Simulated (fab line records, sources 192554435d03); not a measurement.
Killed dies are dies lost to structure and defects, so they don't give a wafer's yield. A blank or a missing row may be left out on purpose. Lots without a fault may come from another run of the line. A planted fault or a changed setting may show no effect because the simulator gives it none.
Which tool did it? | flow n5_finfet | 10 lots, 28 wafers sampled, at 5 steps of a route of 1938

WHAT THE GAUGES READ, wafer by wafer
N5_FIN_SAQP_CD_MEAS_31: target cd 8 nm. Usual: cd_nm 8.09 nm, standard deviation 0.2.
lot  | measured    | on        | cd_nm (nm)     | flag
L663 | day 2 15:33 | cd_sem-02 | 8.01 8.18 8.28 |
L664 | day 2 21:01 | cd_sem-01 | 8.00 8.29 7.64 |
L668 | day 3 19:46 | cd_sem-01 | 7.77 8.45 8.30 |
L671 | day 4 14:14 | cd_sem-03 | 8.01 8.46 8.39 |
L674 | day 5 08:13 | cd_sem-02 | 8.15 8.27      |
L676 | day 5 21:26 | cd_sem-02 | 8.36 8.11      |
L678 | day 6 07:11 | cd_sem-02 | 7.98 8.00 8.07 |
L680 | day 6 21:10 | cd_sem-02 | 7.78 7.82 8.20 |
L681 | day 7 03:21 | cd_sem-01 | 8.16 7.86 7.95 |
L682 | day 7 09:53 | cd_sem-02 | 7.96 7.90 7.97 |

N5_BEOL_M4_RC_MEAS_101. Usual: DIBL_N 36.1 mV/V, standard deviation 1.3; DIBL_P 36.1 mV/V, standard deviation 1.7; IOFF_N 0.154 nA/um, standard deviation 0.022; IOFF_P 0.201 nA/um, standard deviation 0.024; ION_N 675 uA/um, standard deviation 8.9; ION_P 462 uA/um, standard deviation 5.9; SS_N 71.5 mV/dec, standard deviation 0.49; SS_P 73.3 mV/dec, standard deviation 0.58; VT_N 250.0 mV, standard deviation 2.7; VT_P -251.3 mV, standard deviation 2.7.
lot  | measured     | on        | DIBL_N (mV/V)  | DIBL_P (mV/V)  | IOFF_N (nA/um)    | IOFF_P (nA/um)    | ION_N (uA/um) | ION_P (uA/um) | SS_N (mV/dec)  | SS_P (mV/dec)  | VT_N (mV)         | VT_P (mV)            | flag
L663 | day 8 02:34  | prober-01 | 36.8 36.0 37.6 | 37.7 36.4 38.3 | 0.168 0.146 0.165 | 0.185 0.172 0.184 | 678 662 676   | 452 452 448   | 72.2 71.3 72.1 | 73.7 73.7 73.5 | 250.7 251.7 250.3 | -254.7 -253.2 -254.9 |
L664 | day 8 21:16  | prober-02 | 37.6 38.4 35.2 | 37.2 38.5 34.9 | 0.164 0.181 0.134 | 0.216 0.235 0.184 | 681 684 681   | 468 468 466   | 71.6 72.1 71.5 | 73.5 73.9 73.4 | 250.3 248.3 252.3 | -249.2 -249.2 -253.5 |
L668 | day 9 20:53  | prober-02 | 36.1 35.3 35.4 | 34.8 33.5 33.9 | 0.155 0.148 0.141 | 0.202 0.184 0.189 | 669 682 674   | 464 462 465   | 71.9 72.0 71.2 | 72.5 72.7 73.1 | 250.6 249.2 253.0 | -253.7 -254.6 -253.1 |
L671 | day 10 18:28 | prober-01 | 36.3 37.7 34.9 | 35.6 37.2 33.8 | 0.127 0.162 0.116 | 0.182 0.205 0.165 | 662 672 664   | 455 460 455   | 71.1 71.3 70.9 | 72.7 74.0 72.9 | 252.8 249.4 253.7 | -253.7 -252.9 -253.3 |
L674 | day 11 16:55 | prober-01 | 33.2 33.5      | 33.4 32.3      | 0.126 0.119       | 0.175 0.157       | 662 671       | 458 460       | 71.1 71.3      | 73.4 72.7      | 251.8 255.1       | -254.5 -254.7        |
L676 | day 12 04:01 | prober-02 | 36.3 36.6      | 35.9 36.7      | 0.143 0.154       | 0.198 0.210       | 670 680       | 458 464       | 71.2 71.6      | 73.2 72.8      | 250.1 247.6       | -252.0 -253.2        |
L678 | day 12 23:49 | prober-02 | 36.5 36.0 35.8 | 37.5 37.3 37.1 | 0.156 0.156 0.146 | 0.221 0.212 0.205 | 674 675 665   | 468 470 464   | 71.2 72.1 72.0 | 73.8 72.7 72.9 | 251.3 251.5 253.0 | -248.6 -247.4 -247.0 |
L680 | day 13 01:31 | prober-01 | 35.4 34.2 36.5 | 35.5 33.2 36.5 | 0.150 0.120 0.167 | 0.197 0.163 0.208 | 676 666 680   | 465 456 468   | 71.8 71.3 72.3 | 72.6 72.9 73.0 | 249.4 252.3 248.5 | -252.2 -252.5 -249.7 |
L681 | day 13 05:14 | prober-02 | 38.8 38.5 36.1 | 38.7 38.0 35.9 | 0.206 0.195 0.144 | 0.234 0.228 0.182 | 693 696 675   | 465 471 458   | 72.0 71.5 71.0 | 74.5 74.8 73.2 | 246.4 247.9 250.5 | -251.8 -251.2 -255.0 |
L682 | day 13 05:51 | prober-01 | 36.3 36.2 37.9 | 37.0 36.7 38.0 | 0.169 0.165 0.194 | 0.199 0.196 0.216 | 683 672 690   | 464 453 465   | 71.6 71.1 71.3 | 73.0 73.2 73.8 | 247.2 248.2 245.6 | -252.2 -250.7 -248.9 |

WHICH TOOL RAN EACH LOT (tool, then ch and the chambers of the sampled wafers, then the start)
lot  | N5_FIN_SAQP_MANDREL1_REMOVE_56  | N5_FIN_SAQP_RECESS_63             | N5_FIN_SAQP_ETCH_64
L663 | rie_si-06 ch 1,2, day 2 13:43   | vapor_etch-02 ch 0,1, day 2 14:13 | rie_si-06 ch 0,2,3, day 2 15:52
L664 | rie_si-03 ch 0,2,3, day 2 19:21 | vapor_etch-01 ch 0,1, day 2 19:44 | rie_si-01 ch 0,2, day 2 21:22
L668 | rie_si-01 ch 1,2,3, day 3 17:55 | vapor_etch-01 ch 0,1, day 3 18:18 | rie_si-01 ch 1,2,3, day 3 20:05
L671 | rie_si-03 ch 0,1,2, day 4 12:35 | vapor_etch-02 ch 0,1, day 4 12:58 | rie_si-06 ch 0,1,3, day 4 14:34
L674 | rie_si-06 ch 1,2, day 5 06:32   | vapor_etch-01 ch 0,1, day 5 07:07 | rie_si-06 ch 2,3, day 5 08:31
L676 | rie_si-01 ch 0,3, day 5 19:49   | vapor_etch-01 ch 0,1, day 5 20:23 | rie_si-06 ch 1,2, day 5 21:45
L678 | rie_si-03 ch 0,1, day 6 05:09   | vapor_etch-02 ch 0,1, day 6 05:32 | rie_si-06 ch 0,2,3, day 6 07:33
L680 | rie_si-06 ch 1,3, day 6 19:09   | vapor_etch-01 ch 0, day 6 19:34   | rie_si-03 ch 0,1,3, day 6 21:40
L681 | rie_si-06 ch 1,2,3, day 7 01:41 | vapor_etch-01 ch 0,1, day 7 02:04 | rie_si-01 ch 0,2,3, day 7 03:40
L682 | rie_si-01 ch 0,3, day 7 08:03   | vapor_etch-01 ch 0,1, day 7 08:37 | rie_si-01 ch 0,2, day 7 10:12
- N5_FIN_SAQP_MANDREL1_REMOVE_56: chemistry HBr/Cl2/O2, target a-Si, stops on SiNx, bt time 10 s.
- N5_FIN_SAQP_RECESS_63: chemistry HF/NH3, target SiO2, target depth 18 nm, afs cycles 3, sublimation time 60 s.
- N5_FIN_SAQP_ETCH_64: etches SiO2 in CF4, target depth 1.5 nm.

WHAT THE TOOLS THEMSELVES READ (means of the sampled wafers that have a number; where no wafer has one, the mark that the record gives instead)
N5_FIN_SAQP_MANDREL1_REMOVE_56. Usual: chamber_pressure_mTorr 10.001 mTorr, standard deviation 0.0088; drypump_motor_current_A 5.8 A, standard deviation 0.41; oes_o_777_au 0.981 a.u., standard deviation 0.023; oes_product_au 1.000 a.u., standard deviation 0.018; throttle_valve_pct 36.78 %, standard deviation 0.23.
lot  | tool      | chamber_pressure_mTorr (mTorr) | drypump_motor_current_A (A) | oes_o_777_au (a.u.) | oes_product_au (a.u.) | throttle_valve_pct (%) | flag
L663 | rie_si-06 | 10.002                         | 5.6                         | 0.973               | 1.004                 | 36.45                  |
L664 | rie_si-03 | 10.003                         | 5.8                         | 1.005               | 0.994                 | 36.82                  |
L668 | rie_si-01 | 10.005                         | 5.7                         | 0.972               | 0.995                 | 36.82                  |
L671 | rie_si-03 | 10.001                         | 6.1                         | 0.995               | 1.002                 | 36.88                  |
L674 | rie_si-06 | 10.011                         | 5.7                         | 0.985               | 1.005                 | 36.42                  |
L676 | rie_si-01 | 9.994                          | 5.9                         | 1.006               | 1.003                 | 36.94                  |
L678 | rie_si-03 | 10.003                         | 6.2                         | 1.001               | 1.008                 | 36.95                  |
L680 | rie_si-06 | 10.003                         | 5.4                         | 0.961               | 0.985                 | 36.81                  |
L681 | rie_si-06 | 10.003                         | 5.5                         | 0.964               | 0.997                 | 36.63                  |
L682 | rie_si-01 | 10.007                         | 5.9                         | 0.994               | 1.004                 | 36.94                  |

N5_FIN_SAQP_RECESS_63. Usual: drypump_motor_current_A 5.3 A, standard deviation 0.35.
lot  | tool          | drypump_motor_current_A (A) | flag
L663 | vapor_etch-02 | 5.8                         |
L664 | vapor_etch-01 | 5.1                         |
L668 | vapor_etch-01 | 5.1                         |
L671 | vapor_etch-02 | 5.8                         |
L674 | vapor_etch-01 | 5.1                         |
L676 | vapor_etch-01 | 5.1                         |
L678 | vapor_etch-02 | 5.8                         |
L680 | vapor_etch-01 | 5.1                         |
L681 | vapor_etch-01 | 5.1                         |
L682 | vapor_etch-01 | 5.1                         |

N5_FIN_SAQP_ETCH_64. Usual: chamber_pressure_mTorr 10.001 mTorr, standard deviation 0.01; drypump_motor_current_A 5.8 A, standard deviation 0.42; oes_product_au 0.997 a.u., standard deviation 0.018; throttle_valve_pct 21.83 %, standard deviation 0.15.
lot  | tool      | chamber_pressure_mTorr (mTorr) | drypump_motor_current_A (A) | oes_product_au (a.u.) | throttle_valve_pct (%) | flag
L663 | rie_si-06 | 9.992                          | 5.7                         | 0.975                 | 21.86                  |
L664 | rie_si-01 | 10.002                         | 5.8                         | 1.009                 | 21.84                  |
L668 | rie_si-01 | 9.999                          | 5.7                         | 0.994                 | 21.82                  |
L671 | rie_si-06 | 10.000                         | 5.9                         | 0.995                 | 21.79                  |
L674 | rie_si-06 | 10.007                         | 5.3                         | 1.137                 | 21.92                  | OFF
L676 | rie_si-06 | 9.989                          | 5.7                         | 1.158                 | 21.63                  | OFF
L678 | rie_si-06 | 9.995                          | 5.7                         | 1.077                 | 21.90                  | OFF
L680 | rie_si-03 | 10.004                         | 5.9                         | 0.999                 | 21.88                  |
L681 | rie_si-01 | 10.006                         | 5.9                         | 1.012                 | 21.86                  |
L682 | rie_si-01 | 10.003                         | 5.8                         | 1.006                 | 21.84                  |

THE ANSWER, worked out from the rows above alone
Rule: a lot is off if the mean of its wafers that have a number lies more than 3 standard deviations from the usual mean. A lot without any number at a reading at which 4 lots or more have one is off too. The other lots that the step has rows for count as sound. The gauges are gone through in route order, then the tools' own readings, and for those a lot's mean is taken as printed above. The first step at which some lot is off is used, and at that step the reading that is off furthest; a lot without a number counts as furthest.
Off: L674, L676, L678, at N5_FIN_SAQP_ETCH_64 (oes_product_au).
A tool fits if, at that step or a process step before it, it ran every lot that is off, and no sound lot after the first of them. One fits: rie_si-06 at N5_FIN_SAQP_ETCH_64. Its last sound lot is L671 (day 4 14:34), its first lot that is off L674 (day 5 08:31): a fault that began between those two fits.
The tool's own readings at N5_FIN_SAQP_ETCH_64 bear it out: on the lots that are off they differ by more than 5 times the standard deviation of the sound lots' means. oes_product_au reads 1.124 a.u. there against 0.999 a.u. on the sound lots.

WHAT THE SIMULATOR HAD PUT IN
Process parameter drift: rie_si-06, from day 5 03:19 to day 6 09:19, at N5_FIN_SAQP_ETCH_64. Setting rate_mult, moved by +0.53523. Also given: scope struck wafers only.
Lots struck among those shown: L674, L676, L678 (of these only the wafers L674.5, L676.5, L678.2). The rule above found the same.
